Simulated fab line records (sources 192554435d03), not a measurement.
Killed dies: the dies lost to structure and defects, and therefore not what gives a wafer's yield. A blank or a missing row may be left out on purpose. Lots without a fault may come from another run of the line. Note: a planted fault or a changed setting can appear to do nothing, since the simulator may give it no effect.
fab line records	flow n5Finfet
record lots=24	wafers=72	lastDay=19
route steps=1938 shown BEOL_M13@1670 BEOL_M14@1726 PASS1_DEP@1831
lots that met no fault: taken from a fault-free run of the same line
startH: the number of hours between the record's first day and the start of the first shown wafer of the lot	waitH: hours from the lot's prior step to this one	" unchanged from the row above	L1.1+2: a row that stands for several wafers	- no value, or no start given	* or withheld: withheld	< > ~ a bound
route shown NAME@n: names a module that has steps shown in the file, with the first one's number in the route	usual: mean and standard deviation over wafers with no fault	same: alike in all rows	chamber/n: place in a boat	sites: the reading at each site	_std_site: the standard deviation of these	_edge_site: outer sites' mean less inner sites'	radiusMm: for every site, how far away it sits from the centre of the wafer	mask NAME#n: copy n	behind: the most recent tool/chamber to have shaped the wafer	hold: why the lot went on hold/how many hours it stayed there/how the hold came to an end	device: the n, p or np transistor that did not switch	end of line: the same wafers' tests at the end of the route	for a step that has no rows: nothing shown but its recipe	killed: count of dies lost to structure and defects at first sort (not the wafer's yield)	map: a wafer's dies, marking killed ones x, the rest . and places with no die _
set.NAME: the setting the step ran with; set.NAME@STEP: the setting that earlier step ran with	model.NAME: the simulator's own value behind a step, which no gauge read
a sample of lots followed through the steps of the route, with each step as a table and each wafer as a row
services: from which hour (startH, from the record's first day; less than 0 if before it) a tool's chamber was out of use, for how many hours, and why
## steps
# step N5_BEOL_M13_OVL_MEAS_11
# recipe pointsPerWafer=44
# usual V12_OVL=-1/6
lot.wafer	tool	chamber	startH	waitH	V12_OVL[nm]
L075.1	overlay-01	0	256.39	0.0	10
L075.2	"	0	"	"	4
L075.6	"	0	"	"	5
L074.2	overlay-01	0	263.64	0.0	0
L074.3	"	0	"	"	-4
L074.5	"	0	"	"	-4
L076.1	overlay-01	0	270.40	0.0	2
L076.3	"	0	"	"	-4
L076.6	"	0	"	"	-4
L080.2	overlay-02	0	284.26	0.0	-2
L080.5	"	0	"	"	-5
L080.6	"	0	"	"	-6
L078.1	overlay-02	0	287.68	0.0	-5
L078.3	"	0	"	"	-1
L078.5	"	0	"	"	-4
L077.1	overlay-01	0	290.22	0.0	1
L077.4	"	0	"	"	2
L077.5	"	0	"	"	-1
L079.1	overlay-01	0	297.51	0.0	-1
L079.4	"	0	"	"	-5
L079.6	"	0	"	"	3
L081.1	overlay-01	0	316.39	0.0	9
L081.3	"	0	"	"	8
L081.6	"	0	"	"	-1
L082.2	overlay-02	0	317.44	0.0	-4
L082.4	"	0	"	"	3
L082.5	"	0	"	"	-1
L083.1	overlay-02	0	328.19	0.0	5
L083.4	"	0	"	"	6
L083.5	"	0	"	"	8
L084.1	overlay-01	0	332.59	0.0	-1
L084.5	"	0	"	"	5
L084.6	"	0	"	"	-4
L086.1	overlay-01	0	348.52	0.0	-3
L086.2	"	0	"	"	5
L086.4	"	0	"	"	0
L085.1	overlay-01	0	348.98	0.0	1
L085.4	"	0	"	"	8
L085.5	"	0	"	"	-1
L088.2	overlay-02	0	358.34	0.0	-4
L088.3	"	0	"	"	4
L088.5	"	0	"	"	12
L089.1	overlay-02	0	364.15	0.0	2
L089.3	"	0	"	"	8
L089.4	"	0	"	"	-3
L087.1	overlay-01	0	366.88	0.0	-2
L087.5	"	0	"	"	5
L087.6	"	0	"	"	-8
L093.2	overlay-02	0	373.36	0.0	-8
L093.3	"	0	"	"	-9
L093.5	"	0	"	"	-8
L091.1	overlay-01	0	377.11	0.0	-7
L091.2	"	0	"	"	-9
L091.4	"	0	"	"	-4
L090.4	overlay-02	0	385.71	0.0	14
L090.5	"	0	"	"	1
L090.6	"	0	"	"	14
L092.4	overlay-02	0	393.97	0.0	-3
L092.5	"	0	"	"	1
L092.6	"	0	"	"	-9
L094.1	overlay-01	0	394.50	0.0	8
L094.2	"	0	"	"	-5
L094.3	"	0	"	"	-3
L095.1	overlay-02	0	394.89	0.0	-6
L095.3	"	0	"	"	-13
L095.5	"	0	"	"	-8
L096.1	overlay-01	0	416.14	0.0	-6
L096.5	"	0	"	"	11
L096.6	"	0	"	"	1
L097.1	overlay-01	0	433.20	0.0	-3
L097.3	"	0	"	"	-1
L097.5	"	0	"	"	-5
# step N5_BEOL_M13_DESCUM_15
# recipe chemistry=O2	timeS=7.9	sourcePowerW=50	biasPowerW=20	pressureMtorr=20	rfFrequencyHz=2.712e+07	tempC=40	o2FlowSccm=225
# usual drypumpMotorCurrentA=5.6/0.38	oesProductAu=0.78/0.083	rfVppV=243.0/1.1	showerheadPlenumPTorr=2.07/0.055	throttleValvePct=20.40/0.22
# same timeS=7.9
lot.wafer	tool	chamber	startH	waitH	drypumpMotorCurrentA	oesProductAu	rfHoursCounterH	rfVppV	showerheadPlenumPTorr	throttleValvePct
L075.1	rieDiel-05	1	256.47	0.0	5.6	0.69	231	245.5	2.14	20.33
L075.2	"	0	"	"	5.2	0.83	101	242.8	2.03	20.10
L075.6	"	3	"	"	5.1	0.94	-	242.8	2.06	20.40
L074.2	rieDiel-02	0	263.70	0.0	5.1	0.68	208	243.6	2.16	20.76
L074.3	"	3	"	"	5.6	0.89	22	243.5	2.03	20.13
L074.5	"	1	"	"	5.6	0.82	-	241.7	2.02	20.43
L076.1	rieDiel-02	0	270.61	0.2	5.1	0.68	210	243.7	2.16	20.76
L076.3	"	2	"	"	6.0	0.73	185	242.0	2.09	20.47
L076.6	"	3	"	"	5.6	0.89	-	241.8	2.03	20.14
L080.2	rieDiel-02	0	284.34	0.1	5.1	0.68	212	245.1	2.16	20.78
L080.5	"	3	"	"	5.6	0.88	-	242.2	2.03	20.15
L080.6	"	0	"	"	5.1	0.68	-	244.3	2.16	20.77
L078.1	rieDiel-05	2	287.74	0.0	6.2	0.81	85	244.4	2.12	20.20
L078.3	"	3	"	"	5.1	0.92	15	241.8	2.05	20.42
L078.5	"	1	"	"	5.6	0.68	-	244.9	2.14	20.33
L077.1	rieDiel-06	3	290.28	0.0	5.6	0.70	213	242.5	2.17	20.67
L077.4	"	2	"	"	5.6	0.73	-	245.8	2.15	20.46
L077.5	"	3	"	"	5.6	0.69	-	243.5	2.17	20.67
L079.1	rieDiel-02	0	297.66	0.1	5.1	0.67	216	244.3	2.16	20.77
L079.4	"	1	"	"	5.6	0.81	82	242.4	2.02	20.41
L079.6	"	0	"	"	5.1	0.67	-	243.3	2.16	20.77
L081.1	rieDiel-05	3	316.45	0.0	5.0	0.90	21	244.2	2.05	20.42
L081.3	"	1	"	"	5.6	0.68	246	243.8	2.14	20.33
L081.6	"	1	"	"	5.6	0.68	-	243.7	2.14	20.34
L082.2	rieDiel-02	3	317.89	0.4	5.6	0.87	38	241.5	2.03	20.17
L082.4	"	2	"	"	6.0	0.72	199	242.7	2.09	20.51
L082.5	"	1	"	"	5.6	0.80	-	241.9	2.02	20.43
L083.1	rieDiel-06	1	328.24	0.0	6.6	0.94	6	242.1	2.06	20.23
L083.4	"	2	"	"	5.6	0.71	220	244.6	2.15	20.48
L083.5	"	1	"	"	6.5	0.94	-	243.4	2.06	20.21
L084.1	rieDiel-02	2	332.97	0.4	6.0	0.71	204	242.2	2.08	20.50
L084.5	"	0	"	"	5.1	0.67	-	244.2	2.15	20.77
L084.6	"	2	"	"	6.1	0.71	-	241.6	2.08	20.51
L086.1	rieDiel-02	0	348.62	0.1	5.1	0.67	233	243.4	2.15	20.79
L086.2	"	2	"	"	6.0	0.71	209	245.0	2.08	20.51
L086.4	"	1	"	"	5.6	0.78	96	240.9	2.01	20.45
L085.1	rieDiel-05	2	349.04	0.0	6.2	0.79	105	244.1	2.12	20.23
L085.4	"	2	"	"	6.2	0.79	-	245.1	2.12	20.22
L085.5	"	0	"	"	5.2	0.79	-	240.6	2.01	20.15
L088.2	rieDiel-02	3	358.40	0.0	5.6	0.83	50	243.2	2.02	20.18
L088.3	"	1	"	"	5.7	0.79	99	240.9	2.01	20.45
L088.5	"	2	"	"	6.0	0.71	-	243.6	2.08	20.50
L089.1	rieDiel-05	3	364.21	0.0	5.1	0.87	33	243.5	2.05	20.44
L089.3	"	1	"	"	5.6	0.96	3	243.4	2.13	20.11
L089.4	"	0	"	"	5.2	0.79	133	241.9	2.01	20.15
L087.1	rieDiel-06	1	366.99	0.1	6.5	0.92	15	241.9	2.05	20.22
L087.5	"	0	"	"	5.2	0.75	-	240.8	2.00	20.70
L087.6	"	3	"	"	5.6	0.67	-	243.8	2.16	20.73
L093.2	rieDiel-02	3	373.55	0.2	5.6	0.83	55	241.8	2.02	20.18
L093.3	"	0	"	"	5.1	0.67	237	245.8	2.15	20.81
L093.5	"	1	"	"	5.7	0.78	-	243.8	2.01	20.46
L091.1	rieDiel-05	2	377.17	0.0	6.2	0.78	114	242.6	2.11	20.24
L091.2	"	0	"	"	5.2	0.78	139	242.2	2.01	20.15
L091.4	"	1	"	"	5.6	0.94	9	244.5	2.13	20.12
L090.4	rieDiel-02	0	385.76	0.0	5.1	0.66	241	245.6	2.15	20.80
L090.5	"	3	"	"	5.6	0.84	-	243.3	2.02	20.18
L090.6	"	2	"	"	6.0	0.71	-	242.4	2.08	20.53
L092.4	rieDiel-05	1	394.02	0.0	5.6	0.93	13	242.7	2.13	20.14
L092.5	"	1	"	"	5.6	0.92	-	243.4	2.13	20.13
L092.6	"	2	"	"	6.2	0.77	-	243.0	2.11	20.24
L094.1	rieDiel-02	1	394.55	0.0	5.7	0.78	110	243.0	2.01	20.47
L094.2	"	2	"	"	6.1	0.71	221	242.8	2.08	20.54
L094.3	"	3	"	"	5.6	0.83	60	241.6	2.02	20.20
L095.1	rieDiel-05	3	394.95	0.0	5.1	0.87	44	242.3	2.04	20.46
L095.3	"	2	"	"	6.2	0.77	120	244.2	2.11	20.25
L095.5	"	3	"	"	5.0	0.87	-	242.8	2.04	20.47
L096.1	rieDiel-02	1	416.20	0.0	5.6	0.77	119	243.0	2.01	20.51
L096.5	"	3	"	"	5.6	0.81	-	242.4	2.02	20.20
L096.6	"	1	"	"	5.6	0.77	-	243.5	2.01	20.48
L097.1	rieDiel-02	2	433.25	0.0	6.1	0.69	237	244.4	2.07	20.55
L097.3	"	3	"	"	5.7	0.81	76	242.8	2.01	20.21
L097.5	"	2	"	"	6.1	0.69	-	242.5	2.07	20.56
# step N5_BEOL_M13_STRIP_37
# recipe chemistry=N2/H2	powerW=1000	tempC=250	h2Frac=0.65	overashFraction=0.3	pressureMtorr=withheld	n2FlowSccm=1750	h2FlowSccm=3250
# usual drypumpMotorCurrentA=5.2/0.43	heaterPowerW=314/12	oesProductAu=0.783/0.011
lot.wafer	tool	chamber	startH	waitH	drypumpMotorCurrentA	heaterPowerW	oesProductAu	rfHoursCounterH
L075.1	plasmaAsher-01	0	258.15	0.0	5.2	325	0.799	69
L075.2	"	1	"	"	5.9	319	0.784	69
L075.6	"	1	"	"	5.9	313	0.778	-
L074.2	plasmaAsher-01	0	265.38	0.0	5.2	332	0.780	71
L074.3	"	0	"	"	5.2	318	0.777	-
L074.5	"	0	"	"	5.2	333	0.777	-
L076.1	plasmaAsher-02	0	272.17	0.0	5.2	320	0.771	131
L076.3	"	1	"	"	4.7	296	0.785	-
L076.6	"	0	"	"	5.2	323	0.788	-
L080.2	plasmaAsher-02	1	286.14	0.0	4.7	291	0.775	133
L080.5	"	1	"	"	4.7	303	0.771	-
L080.6	"	0	"	"	5.2	322	0.778	-
L078.1	plasmaAsher-02	1	289.42	0.0	4.7	294	0.783	134
L078.3	"	1	"	"	4.7	305	0.779	-
L078.5	"	1	"	"	4.7	300	0.792	-
L077.1	plasmaAsher-01	0	291.84	0.0	5.2	324	0.786	77
L077.4	"	1	"	"	5.9	312	0.793	-
L077.5	"	0	"	"	5.2	317	0.790	-
L079.1	plasmaAsher-01	1	299.33	0.0	5.9	307	0.792	78
L079.4	"	0	"	"	5.3	332	0.798	-
L079.6	"	0	"	"	5.2	330	0.787	-
L081.1	plasmaAsher-02	0	318.33	0.1	5.2	323	0.792	140
L081.3	"	0	"	"	5.2	319	0.786	-
L081.6	"	1	"	"	4.7	299	0.786	-
L082.2	plasmaAsher-02	0	319.51	0.0	5.2	318	0.779	141
L082.4	"	1	"	"	4.7	294	0.798	-
L082.5	"	0	"	"	5.3	323	0.784	-
L083.1	plasmaAsher-02	0	329.80	0.0	5.2	322	0.783	144
L083.4	"	0	"	"	5.2	304	0.793	-
L083.5	"	0	"	"	5.3	321	0.786	-
L084.1	plasmaAsher-01	1	334.67	0.0	5.9	317	0.792	83
L084.5	"	1	"	"	5.9	317	0.798	-
L084.6	"	0	"	"	5.2	324	0.806	-
L086.1	plasmaAsher-02	0	350.29	0.0	5.2	322	0.793	148
L086.2	"	1	"	"	4.7	297	0.781	148
L086.4	"	1	"	"	4.7	298	0.787	-
L085.1	plasmaAsher-01	0	350.60	0.0	5.2	321	0.794	85
L085.4	"	1	"	"	5.9	315	0.776	-
L085.5	"	1	"	"	5.9	319	0.782	-
L088.2	plasmaAsher-02	0	360.31	0.0	5.2	324	0.779	151
L088.3	"	1	"	"	4.7	293	0.789	-
L088.5	"	0	"	"	5.2	317	0.779	-
L089.1	plasmaAsher-02	1	366.25	0.3	4.8	304	0.783	152
L089.3	"	1	"	"	4.7	308	0.765	-
L089.4	"	0	"	"	5.2	319	0.807	-
L087.1	plasmaAsher-02	0	368.55	0.0	5.2	320	0.796	153
L087.5	"	0	"	"	5.2	314	0.770	-
L087.6	"	1	"	"	4.7	295	0.760	-
L093.2	plasmaAsher-01	1	375.11	0.0	5.9	313	0.791	90
L093.3	"	1	"	"	5.9	313	0.785	-
L093.5	"	1	"	"	5.9	305	0.775	-
L091.1	plasmaAsher-02	0	378.73	0.0	5.2	319	0.765	154
L091.2	"	1	"	"	4.7	295	0.772	154
L091.4	"	0	"	"	5.3	317	0.760	-
L090.4	plasmaAsher-02	0	387.34	0.1	5.3	321	0.787	-
L090.5	"	1	"	"	4.7	297	0.781	-
L090.6	"	0	"	"	5.2	327	0.786	-
L092.4	plasmaAsher-01	0	395.93	0.3	5.2	335	0.792	-
L092.5	"	1	"	"	5.9	324	0.762	-
L092.6	"	0	"	"	5.2	329	0.785	-
L094.1	plasmaAsher-01	1	396.88	0.2	5.9	311	0.774	94
L094.2	"	0	"	"	5.2	320	0.774	94
L094.3	"	0	"	"	5.2	321	0.790	-
L095.1	plasmaAsher-01	0	397.15	0.0	5.2	328	0.778	95
L095.3	"	0	"	"	5.2	324	0.796	-
L095.5	"	0	"	"	5.2	329	0.804	-
L096.1	plasmaAsher-01	0	417.76	0.0	5.2	319	0.798	99
L096.5	"	1	"	"	5.9	312	0.787	-
L096.6	"	0	"	"	5.2	333	0.791	-
L097.1	plasmaAsher-02	1	434.96	0.0	4.7	291	0.806	165
L097.3	"	0	"	"	5.2	313	0.774	-
L097.5	"	1	"	"	4.7	298	0.780	-
# step N5_BEOL_M13_SPUTTER_44
# recipe material=Ta	targetThkA=100	tempC=50	biasV=80	powerW=15000	chamberPressurePa=0.07	timeS=16.13
# usual throttleValvePct=30.2/1.2
# same timeS=16.13
lot.wafer	tool	chamber	startH	waitH	throttleValvePct
L075.1	pvdSputter-02	-	259.52	0.0	29.6
L075.2	"	-	"	"	30.1
L075.6	"	-	"	"	29.4
L074.2	pvdSputter-02	-	268.19	0.0	29.3
L074.3	"	-	"	"	31.7
L074.5	"	-	"	"	30.0
L076.1	pvdSputter-03	-	276.21	0.0	29.0
L076.3	"	-	"	"	30.4
L076.6	"	-	"	"	30.5
L080.2	pvdSputter-02	-	287.31	0.0	29.2
L080.5	"	-	"	"	29.1
L080.6	"	-	"	"	31.7
L078.1	pvdSputter-02	-	294.52	0.0	28.4
L078.3	"	-	"	"	29.1
L078.5	"	-	"	"	31.6
L077.1	pvdSputter-01	-	294.91	0.0	33.0
L077.4	"	-	"	"	30.6
L077.5	"	-	"	"	29.4
L079.1	pvdSputter-02	-	304.00	0.0	29.5
L079.4	"	-	"	"	30.0
L079.6	"	-	"	"	31.6
L081.1	pvdSputter-02	-	319.64	0.0	28.5
L081.3	"	-	"	"	29.6
L081.6	"	-	"	"	31.6
L082.2	pvdSputter-03	-	323.05	0.0	31.1
L082.4	"	-	"	"	29.1
L082.5	"	-	"	"	30.5
L083.1	pvdSputter-03	-	332.57	0.0	30.7
L083.4	"	-	"	"	29.0
L083.5	"	-	"	"	29.0
L084.1	pvdSputter-03	-	336.58	0.0	29.0
L084.5	"	-	"	"	29.1
L084.6	"	-	"	"	28.9
L086.1	pvdSputter-02	-	350.72	0.0	31.8
L086.2	"	-	"	"	29.8
L086.4	"	-	"	"	28.3
L085.1	pvdSputter-01	-	356.21	0.0	33.4
L085.4	"	-	"	"	29.9
L085.5	"	-	"	"	31.5
L088.2	pvdSputter-02	-	361.83	0.0	28.6
L088.3	"	-	"	"	31.4
L088.5	"	-	"	"	29.1
L089.1	pvdSputter-01	-	371.77	0.0	30.9
L089.3	"	-	"	"	33.2
L089.4	"	-	"	"	31.4
L087.1	pvdSputter-03	-	372.51	0.0	31.1
L087.5	"	-	"	"	30.7
L087.6	"	-	"	"	29.1
L093.2	pvdSputter-03	-	375.71	0.0	29.2
L093.3	"	-	"	"	29.0
L093.5	"	-	"	"	29.0
L091.1	pvdSputter-03	-	380.55	0.0	30.9
L091.2	"	-	"	"	29.0
L091.4	"	-	"	"	29.1
L090.4	pvdSputter-01	-	392.21	0.0	30.8
L090.5	"	-	"	"	29.6
L090.6	"	-	"	"	32.8
L092.4	pvdSputter-02	-	396.41	0.0	31.4
L092.5	"	-	"	"	29.4
L092.6	"	-	"	"	31.4
L094.1	pvdSputter-03	-	399.67	0.0	30.8
L094.2	"	-	"	"	29.0
L094.3	"	-	"	"	30.4
L095.1	pvdSputter-03	-	400.03	0.0	29.3
L095.3	"	-	"	"	30.9
L095.5	"	-	"	"	28.9
L096.1	pvdSputter-01	-	418.48	0.0	29.6
L096.5	"	-	"	"	29.7
L096.6	"	-	"	"	33.6
L097.1	pvdSputter-03	-	435.54	0.0	29.1
L097.3	"	-	"	"	29.0
L097.5	"	-	"	"	30.2
# step N5_BEOL_M14_CD_MEAS_10
# recipe targetCdNm=250	landingEnergyEv=500	detector=seInlens	polarity=opening
# usual cdNm=250.7/1.6
lot.wafer	tool	chamber	startH	waitH	cdNm
L075.1	cdSem-03	0	261.29	-	251.2
L075.2	"	0	"	"	252.2
L075.6	"	0	"	"	252.1
L074.2	cdSem-01	0	270.09	-	252.6
L074.3	"	0	"	"	251.0
L074.5	"	0	"	"	249.4
L076.1	cdSem-02	0	278.37	-	251.3
L076.3	"	0	"	"	250.1
L076.6	"	0	"	"	250.2
L080.2	cdSem-01	0	289.16	-	252.2
L080.5	"	0	"	"	249.9
L080.6	"	0	"	"	252.4
L078.1	cdSem-01	0	296.44	-	248.7
L078.3	"	0	"	"	250.9
L078.5	"	0	"	"	252.4
L077.1	cdSem-01	0	296.72	-	249.2
L077.4	"	0	"	"	248.8
L077.5	"	0	"	"	251.6
L079.1	cdSem-02	0	306.41	-	250.1
L079.4	"	0	"	"	248.8
L079.6	"	0	"	"	250.7
L081.1	cdSem-01	0	321.41	-	251.1
L081.3	"	0	"	"	251.3
L081.6	"	0	"	"	251.0
L082.2	cdSem-01	0	325.15	-	251.4
L082.4	"	0	"	"	248.6
L082.5	"	0	"	"	250.8
L083.1	cdSem-02	0	334.57	-	250.0
L083.4	"	0	"	"	249.9
L083.5	"	0	"	"	248.3
L084.1	cdSem-03	0	338.22	-	247.0
L084.5	"	0	"	"	247.1
L084.6	"	0	"	"	249.1
L086.1	cdSem-02	0	352.36	-	250.4
L086.2	"	0	"	"	252.9
L086.4	"	0	"	"	249.9
L085.1	cdSem-03	0	357.85	-	251.8
L085.4	"	0	"	"	249.6
L085.5	"	0	"	"	251.5
L088.2	cdSem-01	0	363.78	-	248.6
L088.3	"	0	"	"	250.4
L088.5	"	0	"	"	247.7
L089.1	cdSem-01	0	373.83	-	252.0
L089.3	"	0	"	"	255.1
L089.4	"	0	"	"	254.0
L087.1	cdSem-02	0	374.86	-	252.5
L087.5	"	0	"	"	250.8
L087.6	"	0	"	"	251.7
L093.2	cdSem-03	0	377.53	-	249.7
L093.3	"	0	"	"	250.7
L093.5	"	0	"	"	250.9
L091.1	cdSem-02	0	382.20	-	250.9
L091.2	"	0	"	"	248.1
L091.4	"	0	"	"	249.3
L090.4	cdSem-01	0	394.57	-	252.9
L090.5	"	0	"	"	252.3
L090.6	"	0	"	"	250.0
L092.4	cdSem-01	0	398.40	-	253.3
L092.5	"	0	"	"	249.4
L092.6	"	0	"	"	250.5
L094.1	cdSem-03	0	401.36	-	250.9
L094.2	"	0	"	"	249.3
L094.3	"	0	"	"	253.5
L095.1	cdSem-01	0	402.02	-	250.8
L095.3	"	0	"	"	247.0
L095.5	"	0	"	"	248.9
L096.1	cdSem-02	0	420.89	-	250.7
L096.5	"	0	"	"	251.1
L096.6	"	0	"	"	249.4
L097.1	cdSem-01	0	438.02	-	250.6
L097.3	"	0	"	"	253.4
L097.5	"	0	"	"	251.4
# step N5_PASSIVATION_PECVD_00
# recipe material=SiO2	targetThkA=2000	tempC=400	precursor=SiH4/N2O	pressureTorr=2.7	rfW=608	timeS=11.2
# usual heaterPowerW=629/92	showerheadPlenumPTorr=8.20/0.11	throttleValvePct=51.1/2.3
# same timeS=11.2
lot.wafer	tool	chamber	startH	waitH	heaterPowerW	showerheadPlenumPTorr	throttleValvePct
L075.1	pecvd-04	0	278.00	0.8	427	8.37	54.3
L075.2	"	1	"	"	596	8.12	52.9
L075.6	"	2	"	"	594	8.28	49.8
L074.2	pecvd-04	2	288.40	0.7	625	8.30	49.7
L074.3	"	0	"	"	535	8.35	54.2
L074.5	"	0	"	"	548	8.33	54.5
L076.1	pecvd-02	0	291.09	0.8	674	8.15	51.3
L076.3	"	1	"	"	559	8.16	50.1
L076.6	"	2	"	"	816	8.23	50.1
L080.2	pecvd-04	2	303.83	0.7	672	8.27	49.9
L080.5	"	1	"	"	628	8.12	52.8
L080.6	"	2	"	"	650	8.30	50.0
L078.1	pecvd-01	0	306.71	0.8	755	8.35	46.7
L078.3	"	1	"	"	632	8.09	52.4
L078.5	"	2	"	"	548	8.07	50.3
L077.1	pecvd-01	0	306.99	0.8	638	8.33	46.6
L077.4	"	0	"	"	674	8.36	46.7
L077.5	"	2	"	"	479	8.03	50.2
L079.1	pecvd-02	1	324.66	0.8	605	8.15	50.4
L079.4	"	1	"	"	602	8.15	50.3
L079.6	"	0	"	"	665	8.16	51.4
L081.1	pecvd-01	1	331.88	0.8	627	8.08	52.6
L081.3	"	2	"	"	598	8.05	50.5
L081.6	"	2	"	"	607	8.04	50.4
L082.2	pecvd-04	1	341.93	0.7	570	8.12	52.9
L082.4	"	0	"	"	506	8.35	54.6
L082.5	"	2	"	"	634	8.27	49.9
L083.1	pecvd-01	1	348.31	0.8	605	8.11	52.7
L083.4	"	2	"	"	541	8.04	50.6
L083.5	"	0	"	"	769	8.34	46.7
L084.1	pecvd-01	1	351.31	0.8	646	8.08	52.5
L084.5	"	1	"	"	653	8.09	52.6
L084.6	"	2	"	"	560	8.03	50.5
L086.1	pecvd-01	0	364.76	0.8	676	8.32	46.3
L086.2	"	1	"	"	598	8.06	52.5
L086.4	"	2	"	"	582	8.04	50.1
L088.2	pecvd-01	0	373.16	0.7	784	8.33	46.5
L088.3	"	2	"	"	526	8.04	50.5
L088.5	"	1	"	"	596	8.08	52.6
L085.1	pecvd-02	2	375.10	0.8	849	8.23	50.3
L085.4	"	0	"	"	697	8.15	51.3
L085.5	"	1	"	"	613	8.16	50.5
L089.1	pecvd-02	2	388.37	0.8	758	8.24	50.2
L089.3	"	2	"	"	766	8.25	50.4
L089.4	"	0	"	"	763	8.17	51.7
L087.1	pecvd-02	2	398.45	0.8	686	8.25	50.5
L087.5	"	2	"	"	735	8.26	50.7
L087.6	"	0	"	"	713	8.17	51.6
L093.2	pecvd-04	1	398.49	0.7	605	8.10	52.8
L093.3	"	0	"	"	514	8.35	55.1
L093.5	"	2	"	"	584	8.28	50.2
L091.1	pecvd-04	0	401.92	0.8	528	8.37	54.9
L091.2	"	1	"	"	582	8.11	52.9
L091.4	"	0	"	"	538	8.37	55.0
L090.4	pecvd-04	0	409.16	0.4	484	8.37	55.1
L090.5	"	2	"	"	670	8.28	50.5
L090.6	"	1	"	"	591	8.12	52.9
L092.4	pecvd-04	1	413.46	0.4	516	8.13	52.7
L092.5	"	0	"	"	561	8.36	55.2
L092.6	"	2	"	"	644	8.30	50.3
L094.1	pecvd-02	1	421.10	0.8	561	8.15	46.7
L094.2	"	2	"	"	763	8.25	50.3
L094.3	"	0	"	"	674	8.14	51.3
L095.1	pecvd-01	1	421.90	0.8	546	8.09	52.9
L095.3	"	0	"	"	802	8.33	46.4
L095.5	"	0	"	"	806	8.36	46.6
L096.1	pecvd-01	2	433.04	0.8	562	8.05	50.5
L096.5	"	1	"	"	594	8.07	52.5
L096.6	"	2	"	"	561	8.04	50.6
L097.1	pecvd-04	0	451.76	0.8	494	8.36	55.6
L097.3	"	0	"	"	502	8.32	55.2
L097.5	"	2	"	"	628	8.29	50.6
## services
tool	chamber	startH	hours	kind
pecvd-04	0	245.24	6.4	repair
rieDiel-02	-	257.56	0.3	repair
rieDiel-05	2	260.27	5.0	repair
pvdSputter-01	-	264.67	2.1	repair
rieDiel-02	0	271.01	5.8	repair
pecvd-02	-	299.94	5.5	pm
pecvd-01	0	310.77	1.8	repair
plasmaAsher-01	-	316.02	11.0	repair
rieDiel-05	3	319.91	10.7	repair
pecvd-04	1	321.81	5.6	repair
pecvd-02	-	323.14	0.7	repair
pecvd-01	-	326.53	0.5	repair
rieDiel-02	1	328.63	4.6	repair
pecvd-01	-	330.65	0.3	repair
pecvd-01	-	332.47	1.4	repair
rieDiel-02	0	358.37	6.8	repair
rieDiel-05	-	361.43	1.6	repair
rieDiel-02	-	370.37	2.8	pm
plasmaAsher-01	-	385.55	2.8	pm
plasmaAsher-02	-	391.43	6.7	repair
pecvd-04	-	398.81	2.8	pm
pecvd-01	1	428.77	2.4	repair
pecvd-04	1	450.33	4.3	repair
pecvd-01	-	451.13	0.7	repair
## key
fault none
